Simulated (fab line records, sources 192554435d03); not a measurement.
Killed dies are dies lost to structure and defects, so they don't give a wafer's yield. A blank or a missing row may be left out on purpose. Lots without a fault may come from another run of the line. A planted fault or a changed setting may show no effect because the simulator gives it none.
Chamber matching | flow n5_finfet | N5_BEOL_M2_ALD_98 on ald_sin-03: 4 sister chambers
The step deposits SiO2, target thk 2.5 nm, pulse time 1 s, co reactant pulse time 1 s. 14 wafers are shown with their chamber, then 7 later ones without.

WAFERS WITH THEIR CHAMBER
wafer  | chamber | heater_power_w (W) | precursor_pulse_height_rel
L081.1 | 2       | 80                 | 1.032
L081.3 | 0       | 88                 | 0.983
L081.6 | 1       | 70                 | 1.005
L082.2 | 2       | 81                 | 1.017
L082.4 | 1       | 71                 | 0.953
L082.5 | 3       | 73                 | 0.994
L083.1 | 2       | 79                 | 0.998
L083.4 | 3       | 75                 | 0.985
L083.5 | 2       | 80                 | 0.984
L088.2 | 1       | 70                 | 0.995
L088.3 | 2       | 80                 | 0.998
L088.5 | 2       | 81                 | 0.974
L087.1 | 1       | 69                 | 1.005
L087.5 | 0       | 87                 | 0.977

SIGNATURES (means of the wafers above)
reading                    | chamber 0 | chamber 1 | chamber 2 | chamber 3 | scatter within a chamber
heater_power_w             | 87.50     | 70.00     | 80.17     | 74.00     | 0.856
precursor_pulse_height_rel | 0.98000   | 0.98950   | 1.00050   | 0.98950   | 0.0204
Rule: a wafer's distance from a chamber is the root of the sum, over the readings, of the square of ((its reading less the chamber's mean) divided by the reading's scatter). The wafer belongs to the nearest chamber; if the next one is less than 2 further off, it can't be placed. The scatter: the root of (the sum of the squares of (reading less its chamber's mean) over the shown wafers, divided by (wafers less chambers)).

WAFERS WITHOUT THEIR CHAMBER
wafer  | heater_power_w (W) | precursor_pulse_height_rel
L087.6 | 70                 | 1.001
L095.1 | 80                 | 1.016
L095.3 | 74                 | 0.986
L095.5 | 81                 | 1.010
L094.1 | 71                 | 1.002
L094.2 | 75                 | 0.999
L094.3 | 86                 | 0.993

WHICH CHAMBER EACH WENT THROUGH
wafer  | from the rows above | in truth
L087.6 | 1                   | 1
L095.1 | 2                   | 2
L095.3 | 3                   | 3
L095.5 | 2                   | 2
L094.1 | 1                   | 1
L094.2 | 3                   | 3
L094.3 | 0                   | 0
Placed correctly: 7 of 7. Can't be placed from these rows: 0. Placed wrongly: 0.
